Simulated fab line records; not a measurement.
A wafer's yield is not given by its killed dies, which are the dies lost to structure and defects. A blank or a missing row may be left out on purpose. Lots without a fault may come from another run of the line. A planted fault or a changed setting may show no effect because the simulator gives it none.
fab line records	flow n5Finfet
record lots=10	wafers=29	lastDay=17
route steps=1938 shown BEOL_M0_SAQP@654 BEOL_M4@1111
lots with no fault: from the same line, run without faults
startH: the number of hours between the record's first day and the start of the first shown wafer of the lot	waitH: hours from the lot's prior step to this one	" identical to the entry in the row above	L1.1+2: a row that stands for several wafers	- no value, or no start was given	* or withheld: withheld	< > ~ a bound
route shown NAME@n: a module of which the file shows steps, and the number in the route of the first	usual: average and standard deviation across the fault-free wafers	same: alike in all rows	chamber/n: place in a boat	sites: readings site by site	_std_site: how widely they spread, as a standard deviation	_edge_site: mean of outer sites minus mean of inner sites	radiusMm: how far each site lies from the wafer's centre	mask NAME#n: copy n	behind: the tool/chamber that last shaped the wafer	hold: reason for holding the lot/hours on hold/outcome of the hold	device: transistor that didn't switch, given as n, p or np	end of line: tests of these same wafers at the route's end	where a step has no rows: the recipe by itself	killed: not the wafer's yield, but the dies lost to structure and defects at the first sort	map: a wafer's dies, marking killed ones x, the rest . and places with no die _
set.NAME: the setting the step ran with; set.NAME@STEP: the setting that earlier step ran with	model.NAME: the simulator's own value behind a step, which no gauge read
the route's steps for a sample of lots (tables are steps, rows are wafers)
services: from which hour (startH, from the record's first day; less than 0 if before it) a tool's chamber was out of use, for how many hours, and why
## steps
# step N5_BEOL_M0_SAQP_ETCH_84
# recipe chemistry=N2/H2	target=SOC	targetDepthA=1000	overetchA=200	maskMaterial=SiARC	tempC=40	timeS=150	ionEnergyEv=200	pressureMtorr=30	sourceW=840	biasW=150	n2FlowSccm=200	h2FlowSccm=200
# usual drypumpMotorCurrentA=5.6/0.32	oesProductAu=0.69/0.071	rfVppV=524.2/2	showerheadPlenumPTorr=2.55/0.072	throttleValvePct=17.78/0.22
# same timeS=150
lot.wafer	tool	chamber	startH	waitH	drypumpMotorCurrentA	oesProductAu	rfHoursCounterH	rfVppV	showerheadPlenumPTorr	throttleValvePct
L908.4	rieDiel-01	1	108.27	0.0	5.5	0.68	155	523.9	2.54	17.74
L908.5	"	3	"	"	5.7	0.68	-	520.2	2.45	17.67
L908.6	"	2	"	"	5.4	0.63	-	521.9	2.52	18.27
L910.2	rieDiel-05	3	121.17	0.0	5.6	0.63	199	524.5	2.52	17.81
L910.3	"	1	"	"	5.2	0.69	128	524.9	2.56	17.57
L910.5	"	1	"	"	5.2	0.69	-	522.9	2.56	17.58
L912.2	rieDiel-01	0	132.71	0.0	5.3	0.75	50	525.3	2.57	17.64
L912.6	"	2	"	"	5.4	0.63	-	522.1	2.51	18.28
L913.3	rieDiel-05	2	146.91	0.0	5.9	0.65	205	524.5	2.52	17.85
L913.4	"	0	"	"	5.4	0.83	-	528.2	2.71	17.65
L913.5	"	3	"	"	5.6	0.63	-	524.5	2.52	17.82
L914.2	rieDiel-04	0	150.42	0.0	5.7	0.63	235	525.8	2.63	18.02
L914.5	"	3	"	"	5.9	0.63	-	527.0	2.61	18.08
L914.6	"	2	"	"	6.2	0.81	-	522.5	2.50	17.30
L916.1	rieDiel-01	1	157.22	0.0	5.5	0.67	169	523.0	2.54	17.76
L916.3	"	3	"	"	5.7	0.67	136	521.5	2.44	17.69
L916.5	"	2	"	"	5.4	0.62	-	523.0	2.51	18.32
L920.3	rieDiel-01	2	184.68	0.0	5.4	0.63	242	522.6	2.51	18.30
L920.4	"	3	"	"	5.7	0.66	142	521.7	2.44	17.70
L920.5	"	2	"	"	5.4	0.62	-	523.5	2.51	18.33
L924.3	rieDiel-05	2	214.02	0.0	5.9	0.64	223	521.9	2.51	17.87
L924.4	"	0	"	"	5.4	0.79	32	528.3	2.70	17.69
L924.5	"	2	"	"	5.8	0.63	-	523.6	2.51	17.88
L925.1	rieDiel-05	0	217.73	0.0	5.4	0.79	33	527.4	2.70	17.69
L925.2	"	1	"	"	5.2	0.67	155	524.0	2.55	17.62
L925.3	"	2	"	"	5.8	0.63	224	522.6	2.51	17.87
L931.2	rieDiel-05	0	253.83	0.0	5.4	0.78	45	527.9	2.70	17.70
L931.4	"	3	"	"	5.6	0.61	233	523.7	2.51	17.86
L931.5	"	1	"	"	5.2	0.66	-	523.3	2.54	17.63
# step N5_BEOL_M0_SAQP_RECESS_104
# recipe chemistry=HF/NH3	target=SiO2	targetDepthA=180	afsCycles=3	tempC=30	sublimationTempC=180	sublimationTimeS=60
# usual drypumpMotorCurrentA=5.60/0.24
# same sublimationTimeS=60
lot.wafer	tool	chamber	startH	waitH	drypumpMotorCurrentA
L908.4	vaporEtch-01	1	110.18	0.2	5.37
L908.5	"	0	"	"	5.94
L908.6	"	1	"	"	5.34
L910.2	vaporEtch-01	1	122.90	0.1	5.38
L910.3	"	0	"	"	5.97
L910.5	"	0	"	"	5.96
L912.2	vaporEtch-01	0	134.49	0.1	5.93
L912.6	"	1	"	"	5.39
L913.3	vaporEtch-01	1	148.77	0.2	5.35
L913.4	"	0	"	"	5.96
L913.5	"	1	"	"	5.35
L914.2	vaporEtch-02	1	152.98	0.1	5.43
L914.5	"	1	"	"	5.45
L914.6	"	0	"	"	5.69
L916.1	vaporEtch-01	1	158.95	0.1	5.31
L916.3	"	0	"	"	5.95
L916.5	"	1	"	"	5.30
L920.3	vaporEtch-02	0	186.72	0.2	5.68
L920.4	"	1	"	"	5.45
L920.5	"	0	"	"	5.68
L924.3	vaporEtch-02	0	215.92	0.2	5.69
L924.4	"	1	"	"	5.44
L924.5	"	1	"	"	5.42
L925.1	vaporEtch-01	1	219.85	0.1	5.31
L925.2	"	0	"	"	5.95
L925.3	"	0	"	"	5.93
L931.2	vaporEtch-02	0	255.56	0.1	5.68
L931.4	"	0	"	"	5.69
L931.5	"	0	"	"	5.69
# step N5_BEOL_M0_SAQP_COAT_105
# recipe resist=SOC	tempC=250	timeS=60	spinRpm=1500	resistThkNm=100
# usual dispensePressureKPa=52/4.1	spinSpeedRpm=1500.1/0.96
# same timeS=60
lot.wafer	tool	chamber	startH	waitH	dispensePressureKPa	spinSpeedRpm
L908.4	lithoTrack-05	0	110.46	0.2	47	1502.2
L908.5	"	0	"	"	47	1501.4
L908.6	"	0	"	"	47	1499.9
L910.2	lithoTrack-02	0	123.29	0.3	56	1499.9
L910.3	"	0	"	"	56	1501.1
L910.5	"	0	"	"	56	1500.4
L912.2	lithoTrack-05	0	134.88	0.3	47	1499.7
L912.6	"	0	"	"	47	1500.9
L913.3	lithoTrack-05	0	149.04	0.2	47	1500.0
L913.4	"	0	"	"	47	1499.6
L913.5	"	0	"	"	47	1499.7
L914.2	lithoTrack-04	0	153.37	0.3	50	1499.1
L914.5	"	0	"	"	50	1500.4
L914.6	"	0	"	"	50	1500.1
L916.1	lithoTrack-04	0	159.33	0.3	50	1499.8
L916.3	"	0	"	"	50	1499.2
L916.5	"	0	"	"	50	1500.3
L920.3	lithoTrack-02	0	187.00	0.2	56	1500.0
L920.4	"	0	"	"	56	1499.5
L920.5	"	0	"	"	56	1500.6
L924.3	lithoTrack-02	0	216.20	0.2	56	1406.6
L924.4	"	0	"	"	56	1407.6
L924.5	"	0	"	"	56	1408.3
L925.1	lithoTrack-02	0	220.24	0.3	56	1407.3
L925.2	"	0	"	"	56	1407.3
L925.3	"	0	"	"	56	1405.6
L931.2	lithoTrack-05	0	255.95	0.3	47	1497.8
L931.4	"	0	"	"	47	1499.5
L931.5	"	0	"	"	47	1500.8
# step N5_BEOL_M0_SAQP_ETCH_106
# recipe chemistry=N2/H2	target=SOC	targetDepthA=1500	stopOn=SiNx	ionEnergyEv=100	biasW=61	pressureMtorr=30	sourceW=850	n2FlowSccm=200	h2FlowSccm=200
# usual drypumpMotorCurrentA=5.7/0.33	oesProductAu=0.77/0.09	rfVppV=240.8/1.1	showerheadPlenumPTorr=2.55/0.067	throttleValvePct=17.75/0.24
lot.wafer	tool	chamber	startH	waitH	drypumpMotorCurrentA	oesProductAu	rfHoursCounterH	rfVppV	showerheadPlenumPTorr	throttleValvePct
L908.4	rieDiel-04	2	110.57	-	6.2	0.93	5	240.6	2.50	17.28
L908.5	"	1	"	"	6.3	0.70	-	242.2	2.61	17.90
L908.6	"	2	"	"	6.2	0.94	-	240.6	2.50	17.25
L910.2	rieDiel-01	3	123.38	-	5.7	0.74	126	240.3	2.45	17.67
L910.3	"	0	"	"	5.3	0.85	48	240.7	2.57	17.62
L910.5	"	3	"	"	5.7	0.74	-	238.1	2.45	17.68
L912.2	rieDiel-01	3	134.94	-	5.7	0.74	129	240.2	2.45	17.67
L912.6	"	2	"	"	5.4	0.69	-	240.4	2.51	18.29
L913.3	rieDiel-05	3	149.10	-	5.6	0.67	206	239.6	2.52	17.82
L913.4	"	3	"	"	5.6	0.66	-	240.1	2.52	17.79
L913.5	"	0	"	"	5.4	0.91	-	242.3	2.71	17.63
L914.2	rieDiel-05	3	153.43	-	5.6	0.66	209	240.3	2.52	17.82
L914.5	"	0	"	"	5.4	0.91	-	241.6	2.71	17.64
L914.6	"	3	"	"	5.6	0.67	-	239.9	2.52	17.82
L916.1	rieDiel-01	2	159.40	-	5.4	0.69	236	241.3	2.51	18.29
L916.3	"	3	"	"	5.7	0.74	136	239.6	2.44	17.69
L916.5	"	0	"	"	5.3	0.83	-	242.0	2.56	17.63
L920.3	rieDiel-01	0	187.05	-	5.3	0.82	63	240.6	2.56	17.63
L920.4	"	3	"	"	5.6	0.73	142	238.9	2.44	17.73
L920.5	"	0	"	"	5.3	0.82	-	241.0	2.56	17.64
L924.3	rieDiel-01	0	216.25	-	5.3	0.81	70	242.2	2.56	17.66
L924.4	"	3	"	"	5.7	0.73	152	239.1	2.44	17.71
L924.5	"	3	"	"	5.7	0.72	-	239.5	2.44	17.71
L925.1	rieDiel-04	3	220.30	-	5.9	0.93	6	241.1	2.61	17.66
L925.2	"	2	"	"	6.2	0.85	39	240.1	2.49	17.34
L925.3	"	1	"	"	6.3	0.69	238	241.2	2.60	17.96
L931.2	rieDiel-04	2	256.26	-	6.2	0.84	50	240.7	2.48	17.35
L931.4	"	2	"	"	6.2	0.84	-	240.1	2.48	17.35
L931.5	"	3	"	"	5.9	0.90	-	241.7	2.60	17.70
# step N5_BEOL_M4_RC_MEAS_101
# usual DIBL_N=36.0/1.9	DIBL_P=36.0/2.1	IOFF_N=0.155/0.029	IOFF_P=0.20/0.032	ION_N=672/11	ION_P=461/6.9	SS_N=71.5/0.58	SS_P=73.2/0.64	VT_N=250.4/2.9	VT_P=-251.0/2.8
lot.wafer	tool	chamber	startH	waitH	DIBL_N[mV/V]	DIBL_P[mV/V]	IOFF_N[nA/um]	IOFF_P[nA/um]	ION_N[uA/um]	ION_P[uA/um]	SS_N[mV/dec]	SS_P[mV/dec]	VT_N[mV]	VT_P[mV]
L908.4	prober-02	0	180.36	0.5	34.5	33.8	0.124	0.16	676	455	70.4	72.2	254.2	-256.0
L908.5	"	0	"	"	35.0	35.0	0.131	0.17	659	446	71.1	72.5	253.3	-252.8
L908.6	"	0	"	"	35.1	34.7	0.136	0.16	661	451	70.7	72.9	251.9	-257.8
L910.2	prober-01	0	187.22	0.2	34.9	34.6	0.145	0.22	661	457	71.4	72.4	249.4	-248.6
L910.3	"	0	"	"	35.2	35.3	0.160	0.22	670	462	71.6	73.1	245.6	-248.3
L910.5	"	0	"	"	36.4	35.9	0.168	0.22	669	460	72.3	72.6	247.4	-250.0
L912.2	prober-01	0	210.12	0.2	34.8	34.1	0.124	0.19	666	460	71.1	72.9	252.0	-249.1
L912.6	"	0	"	"	36.1	35.2	0.143	0.20	660	460	71.8	73.1	251.5	-249.3
L913.3	prober-02	0	214.62	0.3	40.6	39.6	0.218	0.27	676	465	72.8	74.5	248.8	-248.0
L913.4	"	0	"	"	39.2	39.2	0.194	0.25	686	466	72.2	74.2	246.9	-246.9
L913.5	"	0	"	"	41.7	41.4	0.236	0.30	678	467	72.6	74.4	246.5	-246.9
L914.2	prober-01	0	221.08	0.2	34.8	33.1	0.127	0.15	676	453	70.1	72.5	249.6	-256.0
L914.5	"	0	"	"	37.0	35.7	0.158	0.19	684	462	71.7	73.2	250.7	-252.9
L914.6	"	0	"	"	38.5	36.5	0.182	0.20	675	454	71.5	73.5	249.8	-251.3
L916.1	prober-01	0	227.73	0.0	38.1	38.0	0.178	0.22	688	468	71.8	73.3	247.4	-249.7
L916.3	"	0	"	"	35.3	34.2	0.125	0.17	671	459	71.0	72.6	253.8	-253.8
L916.5	"	0	"	"	37.7	37.6	0.177	0.21	690	464	71.1	73.1	247.6	-250.1
L920.3	prober-01	0	249.96	0.3	34.1	33.6	0.122	0.16	657	462	71.4	72.6	252.1	-255.5
L920.4	"	0	"	"	38.1	39.0	0.217	0.26	684	466	72.7	74.0	243.7	-250.7
L920.5	"	0	"	"	35.3	34.9	0.142	0.18	673	459	71.2	73.4	248.6	-252.9
L924.3	prober-02	0	279.82	0.3	36.1	36.5	0.134	0.18	661	454	71.1	72.7	256.5	-253.1
L924.4	"	0	"	"	38.4	39.7	0.181	0.22	688	462	71.6	74.1	251.6	-251.1
L924.5	"	0	"	"	40.0	41.4	0.216	0.26	681	465	72.0	75.0	251.1	-249.7
L925.1	prober-01	0	285.18	0.0	35.9	37.6	0.158	0.19	682	463	71.7	73.3	251.3	-253.3
L925.2	"	0	"	"	37.4	38.4	0.185	0.20	674	457	71.9	74.1	250.6	-255.3
L925.3	"	0	"	"	35.4	37.0	0.133	0.17	658	456	71.7	73.5	255.4	-255.4
L931.2	prober-01	0	311.51	0.2	37.5	36.0	0.179	0.23	672	465	71.6	73.9	248.6	-246.8
L931.4	"	0	"	"	35.8	34.7	0.147	0.20	678	460	71.1	72.9	251.6	-250.3
L931.5	"	0	"	"	38.0	36.4	0.173	0.24	657	450	71.5	73.8	248.6	-252.1
## services
tool	chamber	startH	hours	kind
rieDiel-01	0	97.10	6.9	repair
lithoTrack-04	-	118.72	-	consumableReplace:filter
rieDiel-05	1	141.67	9.0	repair
rieDiel-04	3	184.80	-	clean
rieDiel-04	3	184.80	-	consumableReplace:focusRing
rieDiel-04	3	184.80	21.8	scheduledDown
rieDiel-04	3	184.80	21.8	ventCycle
rieDiel-05	3	190.29	7.9	repair
rieDiel-01	1	194.00	11.3	repair
rieDiel-01	0	197.51	3.7	repair
rieDiel-04	0	206.61	-	clean
rieDiel-04	0	206.61	-	consumableReplace:focusRing
rieDiel-04	0	206.61	19.9	scheduledDown
rieDiel-04	0	206.61	19.9	ventCycle
vaporEtch-01	-	211.12	0.9	repair
rieDiel-01	3	226.04	5.8	repair
rieDiel-01	2	236.17	32.3	repair
rieDiel-01	-	236.82	0.8	repair
rieDiel-04	1	253.83	13.9	repair
vaporEtch-01	-	255.17	19.9	repair
## key
firstSign step=N5_BEOL_M0_SAQP_COAT_105	reading=spinSpeedRpm	direction=down	sigmas=97	usual=*	struck=*
effect none on later readings
metAt N5_BEOL_M0_SAQP_COAT_105
struckLots L924,L925
notActingAt N5_BEOL_M0_SAQP_ETCH_84,N5_BEOL_M0_SAQP_RECESS_104,N5_BEOL_M0_SAQP_ETCH_106
onsetBetween 187.00 216.20
fault kind=processParameterDrift	tool=lithoTrack-02	chamber=-	onsetH=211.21	steps=N5_BEOL_M0_SAQP_COAT_105	channel=spinRpm	offset=*	shape=step	endH=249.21	actsIn=*	stated=*
